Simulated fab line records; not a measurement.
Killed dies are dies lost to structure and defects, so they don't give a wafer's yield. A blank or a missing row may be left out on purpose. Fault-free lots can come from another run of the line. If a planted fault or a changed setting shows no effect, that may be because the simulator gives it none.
fab line records	flow nand_harc	part 1 of 2: steps 1 to 23 of 32
[record] lots = 5	wafers = 15	last_day = 33
route steps=1302 shown A_SGD_CUT@916 A_SLIT@922 A_SIN_REMOVE@947
lots untouched by any fault: they come from a run of this same line in which no faults occurred
start_h: start of the lot's first displayed wafer, in hours after the record's first day	wait_h: hours from the lot's prior step to this one	" same as the row above	L1.1+2: one row covering several wafers at once	- no value, or no start given	* or withheld: withheld	< > ~ a bound
route shown NAME@n: names a module that has steps shown in the file, with the first one's number in the route	usual: mean/standard deviation taken from wafers without a fault	same: alike in all rows	chamber/n: place in a boat	sites: readings site by site	_std_site: standard deviation across them	_edge_site: outer sites' mean less inner sites'	radius_mm: for every site, how far away it sits from the centre of the wafer	mask NAME#n: copy n	behind: the tool/chamber that last shaped the wafer	hold: what put the lot on hold/how long, in hours/how the hold closed	device: names the non-switching transistor (n, p or np)	end of line: the route-end tests of the same wafers	a step given without rows: its recipe and nothing more	killed: dies lost to structure and defects at the first sort, not the wafer's yield	map: per-die view of a wafer (x killed, . not killed, _ where there is no die)
set.NAME: the setting that was run; set.NAME@STEP: the one run at that earlier step	model.NAME: the simulator's own value behind a step, which no gauge read
lots at selected steps of the route; one table per step, one row per wafer
services: from which hour (start_h, from the record's first day; less than 0 if before it) a tool's chamber was out of use, for how many hours, and why
[[steps]]
[step NHARC_A_SGD_CUT_THK_MEAS_22]
[recipe] thk_meas_gauge = ellipsometry
[usual] thk_nm = 148.5/1.5
lot.wafer	tool	chamber	start_h	wait_h	thk_nm
L083.1	film_metro-02	-	518.57	0.2	147.7
L083.2	"	-	"	"	147.5
L083.4	"	-	"	"	147.0
L085.2	film_metro-01	-	544.47	0.2	148.9
L085.3	"	-	"	"	146.4
L085.4	"	-	"	"	149.4
L089.3	film_metro-02	-	591.70	0.2	149.2
L089.4	"	-	"	"	147.3
L089.5	"	-	"	"	148.0
L094.1	film_metro-01	-	646.33	0.2	152.5
L094.2	"	-	"	"	149.5
L094.6	"	-	"	"	149.5
L096.2	film_metro-02	-	679.81	0.2	147.4
L096.4	"	-	"	"	148.5
L096.5	"	-	"	"	147.8
[step NHARC_A_SGD_CUT_SRD_23]
lot.wafer	tool	chamber	start_h	wait_h
L083.2+1+4	wet_bench-04	7,2,4	518.61	0.0
L085.2+4+3	wet_bench-01	2,3,4	544.52	0.1
L089.3+4+5	wet_bench-01	7,1,2	591.74	0.0
L094.2+1+6	wet_bench-01	6,7,2	646.37	0.0
L096.2+4+5	wet_bench-01	4,6,7	679.85	0.0
[step NHARC_A_SGD_CUT_ETCH_26]
[recipe] target_depth_a = 458	chemistry = dHF	material = SiO2
lot.wafer	tool	chamber	start_h	wait_h
L083.2+1+4	wet_bench-04	7,2,4	518.63	0.0
L085.2+4+3	wet_bench-01	2,3,4	544.55	0.0
L089.3+4+5	wet_bench-01	7,1,2	591.77	0.0
L094.2+1+6	wet_bench-01	6,7,2	646.40	0.0
L096.2+4+5	wet_bench-01	4,6,7	679.87	0.0
[step NHARC_A_SGD_CUT_ETCHBACK_24]
[recipe] target_depth_a = 500	over_etch_frac = 0.3	time_s = 92.857	ion_energy_ev = 120	ch3f_flow_sccm = 50	o2_flow_sccm = 30	ar_flow_sccm = 200	rf_w = 500	bias_w = 100	chemistry = CH3F/O2
[usual] chamber_pressure_mTorr = 24.999/0.024	drypump_motor_current_A = 5.5/0.44	oes_product_au = 0.96/0.036	rf_vpp_V = 244.7/1.8	showerhead_plenum_p_Torr = 2.48/0.12	throttle_valve_pct = 20.663/0.0089
lot.wafer	tool	chamber	start_h	wait_h	chamber_pressure_mTorr	drypump_motor_current_A	oes_product_au	rf_hours_counter_h	rf_vpp_V	showerhead_plenum_p_Torr	throttle_valve_pct
L083.4	rie_diel-06	0	518.79	0.1	24.985	5.3	0.93	2	244.7	2.39	20.659
L083.1	"	2	"	"	25.018	5.1	0.92	2	247.0	2.61	20.669
L083.2	"	3	"	"	25.029	6.0	0.93	2	244.6	2.42	20.668
L085.4	rie_diel-01	2	544.69	0.1	24.991	5.7	0.92	9	242.2	2.32	20.664
L085.2	"	3	"	"	24.992	4.8	0.92	10	248.3	2.64	20.656
L085.3	"	1	"	"	24.978	4.9	0.94	9	245.6	2.57	20.666
L089.3	rie_diel-01	2	591.94	0.2	25.016	5.8	0.92	1	242.2	2.32	20.659
L089.4	"	0	"	"	24.990	5.4	0.92	1	245.3	2.48	20.654
L089.5	"	1	"	"	25.022	4.9	0.93	-	244.9	2.57	20.655
L094.1	rie_diel-03	1	646.58	0.2	25.001	6.0	0.99	0	241.9	2.32	20.658
L094.2	"	2	"	"	25.005	5.9	1.00	0	246.4	2.60	20.659
L094.6	"	3	"	"	24.991	6.1	1.02	-	248.0	2.62	20.663
L096.4	rie_diel-06	2	680.06	0.2	24.986	5.1	1.00	0	247.9	2.60	20.655
L096.2	"	3	"	"	24.989	6.0	0.99	1	244.0	2.42	20.668
L096.5	"	1	"	"	24.990	5.7	0.99	-	246.2	2.52	20.649
[step NHARC_A_SGD_CUT_STRIP_28]
[recipe] time_s = 20	o2_flow_sccm = 500	ar_flow_sccm = 0	bias_w = 0	chemistry = O2
[usual] chamber_pressure_mTorr = 60.00/0.051	drypump_motor_current_A = 5.5/0.44	oes_product_au = 0.998/0.0093	rf_vpp_V = 57.9/0.95	showerhead_plenum_p_Torr = 3.57/0.16	throttle_valve_pct = 17.038/0.0099
lot.wafer	tool	chamber	start_h	wait_h	chamber_pressure_mTorr	drypump_motor_current_A	oes_product_au	rf_hours_counter_h	rf_vpp_V	showerhead_plenum_p_Torr	throttle_valve_pct
L083.4	rie_diel-06	1	-	-	60.01	5.7	0.969	2	56.3	3.62	17.049
L083.2	"	3	"	"	60.08	6.0	0.996	2	59.3	3.48	17.039
L083.1	"	0	"	"	60.03	5.3	1.013	2	56.9	3.43	17.030
L085.2	rie_diel-01	3	-	-	60.03	4.8	1.014	10	59.0	3.78	17.039
L085.4	"	0	"	"	59.98	5.4	0.984	8	58.6	3.57	17.047
L085.3	"	1	"	"	60.05	4.9	1.011	9	58.9	3.68	17.054
L089.3	rie_diel-01	0	-	-	60.04	5.4	0.988	1	56.7	3.56	17.049
L089.4	"	2	"	"	60.00	5.8	1.007	1	58.2	3.34	17.031
L089.5	"	1	"	"	60.07	4.9	1.012	-	58.0	3.68	17.042
L094.2	rie_diel-03	0	-	-	60.01	5.1	0.993	0	57.6	3.36	17.026
L094.1	"	3	"	"	59.92	6.2	1.010	0	56.6	3.75	17.020
L094.6	"	1	"	"	59.94	6.1	0.996	-	58.1	3.34	17.029
L096.4	rie_diel-06	2	-	-	59.92	5.1	0.999	0	59.1	3.73	17.043
L096.2	"	0	"	"	59.99	5.3	1.003	1	58.0	3.43	17.036
L096.5	"	1	"	"	59.94	5.7	0.977	-	58.7	3.62	17.043
[step NHARC_A_SGD_CUT_INSPECT_25]
[usual] raw_defect_count = 390/85
lot.wafer	tool	chamber	start_h	wait_h	raw_defect_count
L083.1	defect_inspect-01	-	519.03	-	400
L083.2	"	-	"	"	449
L083.4	"	-	"	"	359
L085.2	defect_inspect-01	-	544.93	-	323
L085.3	"	-	"	"	322
L085.4	"	-	"	"	389
L089.3	defect_inspect-01	-	592.17	-	386
L089.4	"	-	"	"	452
L089.5	"	-	"	"	427
L094.1	defect_inspect-02	-	646.79	-	372
L094.2	"	-	"	"	314
L094.6	"	-	"	"	400
L096.2	defect_inspect-01	-	680.27	-	380
L096.4	"	-	"	"	387
L096.5	"	-	"	"	297
[step NHARC_A_SLIT_DEP_25]
[recipe] target_thk_a = 2000	temp_c = 400	pressure_torr = 6.5	rf_w = 900	teos_flow_sccm = 161.4	flow_sccm = 2650	target_thk_nm = 200	gas = O2	material = SiO2
[usual] chamber_pressure_Torr = 6.502/0.014	heater_power_w = 559/92	throttle_valve_pct = 16.5/0.42
lot.wafer	tool	chamber	start_h	wait_h	chamber_pressure_Torr	heater_power_w	throttle_valve_pct
L083.1	pecvd-03	0	519.14	0.1	6.488	625	16.5
L083.2	"	1	"	"	6.474	476	16.8
L083.4	"	2	"	"	6.495	601	16.6
L085.2	pecvd-01	0	545.04	0.1	6.512	606	16.3
L085.3	"	1	"	"	6.494	481	16.3
L085.4	"	2	"	"	6.519	410	15.5
L089.3	pecvd-03	2	592.50	0.3	6.507	657	17.1
L089.5	"	1	"	"	6.497	420	16.9
L089.4	"	2	"	"	6.499	682	17.0
L094.2	pecvd-02	2	646.86	0.1	6.502	435	16.9
L094.1	"	0	"	"	6.487	667	16.2
L094.6	"	2	"	"	6.493	440	16.8
L096.2	pecvd-02	0	680.42	0.1	6.502	605	16.3
L096.5	"	1	"	"	6.502	556	16.7
L096.4	"	0	"	"	6.523	613	16.4
[step NHARC_A_SLIT_DEP_00]
[recipe] target_thk_a = 62000	temp_c = 400	material = aC
[usual] throttle_valve_pct = 35.000/0.01
lot.wafer	tool	chamber	start_h	wait_h	throttle_valve_pct
L083.1	acl_dep-03	0	519.84	-	34.998
L083.2	"	0	"	"	35.011
L083.4	"	0	521.72	-	35.003
L085.2	acl_dep-03	0	545.97	-	34.991
L085.3	"	0	"	"	34.985
L085.4	"	0	"	"	34.998
L089.3	acl_dep-03	0	594.04	-	34.994
L089.4	"	0	"	"	34.981
L089.5	"	0	"	"	35.006
L094.1	acl_dep-02	0	651.80	-	34.999
L094.2	"	0	"	"	34.987
L094.6	"	0	654.95	-	34.995
L096.2	acl_dep-01	0	681.31	-	35.014
L096.4	"	0	682.57	-	34.975
L096.5	"	0	"	"	35.000
[step NHARC_A_SLIT_DEP_23]
[recipe] target_thk_a = 1000	target_thk_nm = 100	temp_c = 400	pressure_torr = 3.5	flow_sccm = 200	rf_w = 350	material = SiON
[usual] chamber_pressure_Torr = 3.500/0.0069	heater_power_w = 732/83
lot.wafer	tool	chamber	start_h	wait_h	chamber_pressure_Torr	heater_power_w
L083.2	pecvd-01	1	523.64	2.6	3.496	724
L083.1	"	2	"	"	3.496	618
L083.4	"	0	"	"	3.497	812
L085.2	pecvd-01	1	549.16	2.6	3.499	710
L085.3	"	0	"	"	3.490	729
L085.4	"	1	"	"	3.498	702
L089.3	pecvd-03	1	596.61	1.9	3.509	642
L089.4	"	0	"	"	3.499	863
L089.5	"	1	"	"	3.496	665
L094.2	pecvd-02	2	655.60	2.5	3.505	683
L094.1	"	1	"	"	3.494	688
L094.6	"	0	"	"	3.503	872
L096.2	pecvd-03	0	684.50	2.6	3.506	852
L096.4	"	2	"	"	3.494	827
L096.5	"	0	"	"	3.500	855
[step NHARC_A_SLIT_DEHYDRATE_01]
[recipe] temp_c = 150	time_s = 120
lot.wafer	tool	chamber	start_h	wait_h
L083.1+2+4	litho_track-04	0	523.89	0.2
L085.2+3+4	litho_track-06	0	549.43	0.2
L089.3+4+5	litho_track-01	0	596.82	0.2
L094.1+2+6	litho_track-04	0	655.87	0.2
L096.2+4+5	litho_track-04	0	684.75	0.2
[step NHARC_A_SLIT_HMDS_02]
[recipe] time_s = 30
lot.wafer	tool	chamber	start_h	wait_h
L083.1+2+4	litho_track-04	0	-	-
L085.2+3+4	litho_track-06	0	-	-
L089.3+4+5	litho_track-01	0	-	-
L094.1+2+6	litho_track-04	0	-	-
L096.2+4+5	litho_track-04	0	-	-
[step NHARC_A_SLIT_COAT_03]
[recipe] spin_rpm = 1500	resist_thk_nm = 90
lot.wafer	tool	chamber	start_h	wait_h
L083.1+2+4	litho_track-04	0	-	-
L085.2+3+4	litho_track-06	0	-	-
L089.3+4+5	litho_track-01	0	-	-
L094.1+2+6	litho_track-04	0	-	-
L096.2+4+5	litho_track-04	0	-	-
[step NHARC_A_SLIT_SOFTBAKE_04]
[recipe] temp_c = 105	time_s = 55
lot.wafer	tool	chamber	start_h	wait_h
L083.1+2+4	litho_track-04	0	-	-
L085.2+3+4	litho_track-06	0	-	-
L089.3+4+5	litho_track-01	0	-	-
L094.1+2+6	litho_track-04	0	-	-
L096.2+4+5	litho_track-04	0	-	-
[step NHARC_A_SLIT_EBR_05]
lot.wafer	tool	chamber	start_h	wait_h
L083.1+2+4	litho_track-04	0	-	-
L085.2+3+4	litho_track-06	0	-	-
L089.3+4+5	litho_track-01	0	-	-
L094.1+2+6	litho_track-04	0	-	-
L096.2+4+5	litho_track-04	0	-	-
[step NHARC_A_SLIT_EXPOSE_06]
[recipe] na = 1.35	dose_mj = 60.82	mask_id = SLIT
lot.wafer	tool	chamber	start_h	wait_h	mask
L083.1+2+4	arfi_scanner-02	0	524.16	-	SLIT#0
L085.2+3+4	arfi_scanner-01	0	549.58	-	SLIT#0
L089.3+4+5	arfi_scanner-03	0	597.10	-	SLIT#0
L094.1+2+6	arfi_scanner-03	0	656.02	-	SLIT#0
L096.2+4+5	arfi_scanner-02	0	684.89	-	SLIT#0
[step NHARC_A_SLIT_PEB_07]
[recipe] peb_temp_c = 100	peb_time_s = 65
lot.wafer	tool	chamber	start_h	wait_h
L083.1+2+4	litho_track-06	0	524.22	0.1
L085.2+3+4	litho_track-01	0	549.64	0.1
L089.3+4+5	litho_track-06	0	597.15	0.0
L094.1+2+6	litho_track-01	0	656.08	0.1
L096.2+4+5	litho_track-04	0	684.95	0.1
[step NHARC_A_SLIT_DEVELOP_08]
[recipe] develop_time_s = 35	dev_temp_c = 23
lot.wafer	tool	chamber	start_h	wait_h
L083.1+2+4	litho_track-06	0	-	-
L085.2+3+4	litho_track-01	0	-	-
L089.3+4+5	litho_track-06	0	-	-
L094.1+2+6	litho_track-01	0	-	-
L096.2+4+5	litho_track-04	0	-	-
[step NHARC_A_SLIT_CD_MEAS_09]
[recipe] target_cd_nm = 300	landing_energy_ev = 500
[usual] cd_nm = 300.0/0.59
[same] landing_energy_ev = 500
lot.wafer	tool	chamber	start_h	wait_h	cd_nm
L083.1	cd_sem-01	0	524.30	-	299.4
L083.2	"	0	"	"	299.7
L083.4	"	0	"	"	300.0
L085.2	cd_sem-03	0	549.72	-	298.9
L085.3	"	0	"	"	299.9
L085.4	"	0	"	"	299.7
L089.3	cd_sem-01	0	597.23	-	300.0
L089.4	"	0	"	"	299.9
L089.5	"	0	"	"	300.0
L094.1	cd_sem-02	0	656.16	-	299.8
L094.2	"	0	"	"	299.2
L094.6	"	0	"	"	299.8
L096.2	cd_sem-03	0	685.03	-	300.4
L096.4	"	0	"	"	301.0
L096.5	"	0	"	"	301.2
[step NHARC_A_SLIT_OVL_MEAS_10]
[usual] overlay_x_nm = 0.0/0.73	overlay_y_nm = 0.4/0.92
lot.wafer	tool	chamber	start_h	wait_h	overlay_x_nm	overlay_y_nm
L083.1	overlay-02	-	524.38	-	0.2	0.2
L083.2	"	-	"	"	0.2	0.3
L083.4	"	-	"	"	0.1	0.9
L085.2	overlay-02	-	549.80	-	0.5	-0.4
L085.3	"	-	"	"	0.6	-0.4
L085.4	"	-	"	"	0.3	-0.6
L089.3	overlay-02	-	597.32	-	0.2	1.8
L089.4	"	-	"	"	0.0	1.2
L089.5	"	-	"	"	-0.1	1.6
L094.1	overlay-02	-	656.24	-	-0.1	-0.7
L094.2	"	-	"	"	-0.2	-0.2
L094.6	"	-	"	"	0.7	-0.7
L096.2	overlay-02	-	685.12	-	-0.6	0.0
L096.4	"	-	"	"	-0.3	0.5
L096.5	"	-	"	"	-0.9	-0.2
[step NHARC_A_SLIT_INSPECT_11]
[usual] raw_defect_count = 60/34
lot.wafer	tool	chamber	start_h	wait_h	raw_defect_count
L083.1	defect_inspect-02	-	524.42	0.0	117
L083.2	"	-	"	"	108
L083.4	"	-	"	"	101
L085.2	defect_inspect-02	-	549.84	0.0	77
L085.3	"	-	"	"	81
L085.4	"	-	"	"	90
L089.3	defect_inspect-01	-	597.36	0.0	88
L089.4	"	-	"	"	101
L089.5	"	-	"	"	98
L094.1	defect_inspect-02	-	656.28	0.0	67
L094.2	"	-	"	"	63
L094.6	"	-	"	"	72
L096.2	defect_inspect-02	-	685.16	0.0	35
L096.4	"	-	"	"	34
L096.5	"	-	"	"	37
[step NHARC_A_SLIT_DESCUM_14]
[recipe] time_s = 3	o2_flow_sccm = 200	ar_flow_sccm = 0	bias_power_w = 0	chemistry = O2
[usual] chamber_pressure_mTorr = 60.00/0.054	drypump_motor_current_A = 5.4/0.44	oes_product_au = 0.997/0.011	rf_vpp_V = 57.6/0.87	showerhead_plenum_p_Torr = 1.89/0.093	throttle_valve_pct = 11.311/0.0089
lot.wafer	tool	chamber	start_h	wait_h	chamber_pressure_mTorr	drypump_motor_current_A	oes_product_au	rf_hours_counter_h	rf_vpp_V	showerhead_plenum_p_Torr	throttle_valve_pct
L083.1	rie_diel-05	2	524.49	0.1	60.04	6.2	0.986	8.3	58.1	1.92	11.310
L083.2	"	3	"	"	59.99	5.0	0.992	7.7	57.6	2.02	11.298
L083.4	"	2	"	"	59.95	6.3	0.991	-	57.2	1.92	11.301
L085.2	rie_diel-07	3	549.90	0.1	59.97	5.3	0.982	3.5	59.5	2.05	11.319
L085.4	"	0	"	"	59.95	5.4	0.977	3.0	58.5	1.81	11.303
L085.3	"	2	"	"	59.94	5.8	0.997	3.7	57.5	2.02	11.316
L089.4	rie_diel-07	1	597.43	0.1	59.95	5.1	1.010	4.8	57.6	1.82	11.328
L089.3	"	3	"	"	60.02	5.4	0.977	5.7	58.5	2.05	11.298
L089.5	"	1	"	"	60.06	5.1	1.006	-	57.3	1.82	11.303
L094.2	rie_diel-05	0	656.35	0.1	60.07	5.6	1.000	3.6	57.4	1.85	11.315
L094.1	"	1	"	"	59.89	5.3	0.986	4.1	57.4	1.78	11.295
L094.6	"	3	"	"	60.08	5.0	1.008	-	57.8	2.01	11.317
L096.4	rie_diel-05	0	685.22	0.1	60.02	5.6	1.003	4.6	57.3	1.85	11.314
L096.2	"	3	"	"	60.00	5.0	1.001	4.8	60.0	2.01	11.316
L096.5	"	1	"	"	60.06	5.3	0.975	-	56.9	1.78	11.315
[step NHARC_A_SLIT_ETCH_24]
[recipe] target_depth_a = 1210	time_s = 60.5	cf4_flow_sccm = 100	chf3_flow_sccm = 30	ar_flow_sccm = 0	rf_w = 500	bias_w = 200	chemistry = CF4/CHF3
[usual] chamber_pressure_mTorr = 25.001/0.02	chf3_flow_sccm = 30.01/0.088	drypump_motor_current_A = 5.4/0.44	oes_product_au = 0.961/0.017	rf_vpp_V = 370.0/2.6	showerhead_plenum_p_Torr = 1.56/0.073	throttle_valve_pct = 16.804/0.0087
lot.wafer	tool	chamber	start_h	wait_h	chamber_pressure_mTorr	chf3_flow_sccm	drypump_motor_current_A	oes_product_au	rf_hours_counter_h	rf_vpp_V	showerhead_plenum_p_Torr	throttle_valve_pct
L083.2	rie_diel-05	0	524.59	0.1	24.991	30.08	5.6	0.965	9.1	367.7	1.53	16.802
L083.1	"	3	"	"	25.032	30.05	5.0	0.955	7.7	372.9	1.65	16.814
L083.4	"	3	"	"	24.992	30.06	5.0	0.964	-	374.2	1.65	16.806
L085.3	rie_diel-07	2	549.99	0.1	24.991	29.97	5.8	0.981	3.7	373.4	1.65	16.803
L085.2	"	3	"	"	24.991	29.90	5.3	0.938	3.6	372.6	1.68	16.795
L085.4	"	0	"	"	25.026	30.06	5.4	0.949	3.0	367.4	1.49	16.803
L089.3	rie_diel-07	0	597.51	0.1	24.960	29.94	5.4	0.955	4.7	367.7	1.49	16.813
L089.4	"	2	"	"	25.004	30.01	5.9	0.932	5.2	372.7	1.65	16.803
L089.5	"	3	"	"	25.017	30.10	5.3	0.955	-	374.1	1.68	16.802
L094.2	rie_diel-05	1	656.43	0.1	24.988	30.13	5.3	0.969	4.1	367.6	1.47	16.794
L094.1	"	3	"	"	24.994	29.95	5.0	0.971	3.9	373.6	1.65	16.808
L094.6	"	1	"	"	24.995	30.18	5.3	0.976	-	366.8	1.47	16.788
L096.2	rie_diel-05	3	685.31	0.1	24.972	29.95	5.0	0.978	4.8	374.2	1.65	16.794
L096.4	"	1	"	"	25.013	30.18	5.3	0.953	5.5	367.9	1.47	16.810
L096.5	"	3	"	"	24.998	30.03	5.0	0.972	-	373.3	1.65	16.818
[step NHARC_A_SLIT_ETCH_15]
[recipe] target_depth_a = 62000	over_etch_frac = 0.3	time_s = 1612	ion_energy_ev = 150	o2_flow_sccm = 400	cos_flow_sccm = 20	ar_flow_sccm = 0	rf_w = 500	bias_w = 300	chemistry = O2/COS
[usual] chamber_pressure_mTorr = 19.999/0.019	drypump_motor_current_A = 5.4/0.43	oes_product_au = 0.999/0.011	rf_vpp_V = 313.5/2.3	showerhead_plenum_p_Torr = 3.08/0.15	throttle_valve_pct = 28.330/0.0089
lot.wafer	tool	chamber	start_h	wait_h	chamber_pressure_mTorr	drypump_motor_current_A	oes_product_au	rf_hours_counter_h	rf_vpp_V	showerhead_plenum_p_Torr	throttle_valve_pct
L083.1	rie_diel-05	2	-	-	19.987	6.3	0.996	8.5	314.9	3.14	28.336
L083.2	"	0	"	"	19.995	5.6	0.991	9.3	312.3	3.03	28.329
L083.4	"	0	"	"	19.979	5.6	0.998	-	312.6	3.03	28.318
L085.2	rie_diel-07	3	-	-	20.011	5.3	0.981	3.8	315.7	3.33	28.321
L085.3	"	0	"	"	19.992	5.4	0.985	3.3	311.7	2.96	28.325
L085.4	"	1	"	"	19.974	5.1	1.015	3.5	311.8	2.98	28.315
L089.3	rie_diel-07	1	-	-	19.981	5.1	1.017	5.0	311.2	2.98	28.315
L089.4	"	2	"	"	20.011	5.9	1.005	5.4	316.5	3.28	28.324
L089.5	"	2	"	"	19.986	5.9	1.016	-	316.6	3.28	28.341
L094.2	rie_diel-05	1	-	-	19.991	5.3	0.994	4.3	309.5	2.91	28.327
L094.1	"	0	"	"	19.963	5.6	0.995	3.8	312.4	3.03	28.340
L094.6	"	1	"	"	19.994	5.3	0.984	-	310.3	2.91	28.333
L096.2	rie_diel-05	0	-	-	20.032	5.6	1.013	4.8	312.5	3.02	28.344
L096.4	"	1	"	"	20.002	5.3	1.002	5.8	310.2	2.91	28.327
L096.5	"	0	"	"	19.982	5.6	1.004	-	313.9	3.02	28.324
